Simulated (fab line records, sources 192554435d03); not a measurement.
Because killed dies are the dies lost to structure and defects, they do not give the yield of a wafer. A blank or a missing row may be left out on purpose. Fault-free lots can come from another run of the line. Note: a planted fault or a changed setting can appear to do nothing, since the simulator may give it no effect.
The same fault as seen by 2 desks    flow n5-finfet    each desk has only its own numbers; what lay behind them comes last

AT THE METROLOGY DESK
What the gauges read, lot by lot, whatever tool the lot ran on: means of the sampled wafers that have a number. Any lot whose mean is over 4 standard deviations away from the usual mean is out of limits and marked OUT; that distance is given in the brackets. Only the readings that lie furthest out on some lot appear, 7 of the 11 it has.
Columns: A = DIBL_N at N5_BEOL_M4_RC_MEAS_101, usual 36.8 mV/V; B = IOFF_N at N5_BEOL_M4_RC_MEAS_101, usual 0.18 nA/um; C = IOFF_P at N5_BEOL_M4_RC_MEAS_101, usual 0.23 nA/um; D = ION_N at N5_BEOL_M4_RC_MEAS_101, usual 682 uA/um; E = REXT_N at N5_BEOL_M4_RC_MEAS_101, usual 75.4 ohm.um; F = SS_N at N5_BEOL_M4_RC_MEAS_101, usual 71.7 mV/dec; G = VT_N at N5_BEOL_M4_RC_MEAS_101, usual 248 mV
lot   first seen here  A     B     C     D    E     F     G
L879  day 9 16:01      38.2  0.23  0.32  688  75.5  72.6  242
L887  day 11 21:20     42.0  0.29  0.22  706  68.9  73.3  240
L888  day 11 23:10     41.9  0.28  0.23  716  68.8  72.5  243
L890  day 12 08:34     39.0  0.20  0.18  707  71.1  72.5  244
L893  day 13 14:28     36.1  0.17  0.25  684  75.7  71.5  249
This desk's finding: nothing out of limits on any of the 5 lots.

THE TOOL OWNER'S DESK: epi-rpcvd-02
The tool's own readings at N5_SD_EPI_N_VAPOR_ETCH_50 (etches Si in HCl, time 54 s): means of the sampled wafers that have a number, for each lot that ran on this tool. Any lot whose mean is over 4 standard deviations away from the usual mean is out of limits and marked OUT; that distance is given in the brackets.
Columns: A = susceptor-temp-C at N5_SD_EPI_N_VAPOR_ETCH_50, usual 775.00 C; B = throttle-valve-pct at N5_SD_EPI_N_VAPOR_ETCH_50, usual 11.5 %
lot   first seen here  A                 B
L879  day 4 20:53      774.91            11.0
L887  day 7 00:01      784.30 (+31) OUT  11.0
L888  day 7 06:11      784.19 (+31) OUT  11.1
L890  day 7 16:09      784.21 (+31) OUT  11.1
This desk finds L887, L888, L890 out of limits, L887 being first, at day 7 00:01 (susceptor-temp-C at N5_SD_EPI_N_VAPOR_ETCH_50). L879 stayed within limits.

TAKEN TOGETHER
The tool owner's desk had the chance to raise an alarm at day 7 00:01 on L887, L888, L890.
The metrology desk saw nothing out of limits.
The metrology desk has L887, L888, L890 on record, within its limits.
On epi-rpcvd-02, each named lot ran N5_SD_EPI_N_VAPOR_ETCH_50.

WHAT THE SIMULATOR HAD INSERTED
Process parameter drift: epi-rpcvd-02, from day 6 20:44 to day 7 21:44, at N5_SD_EPI_N_VAPOR_ETCH_50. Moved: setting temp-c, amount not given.
Struck lots among those shown: L887, L888, L890.
Delay in hours, fault start to first out-of-limits reading, by desk: the tool owner's desk at 3.
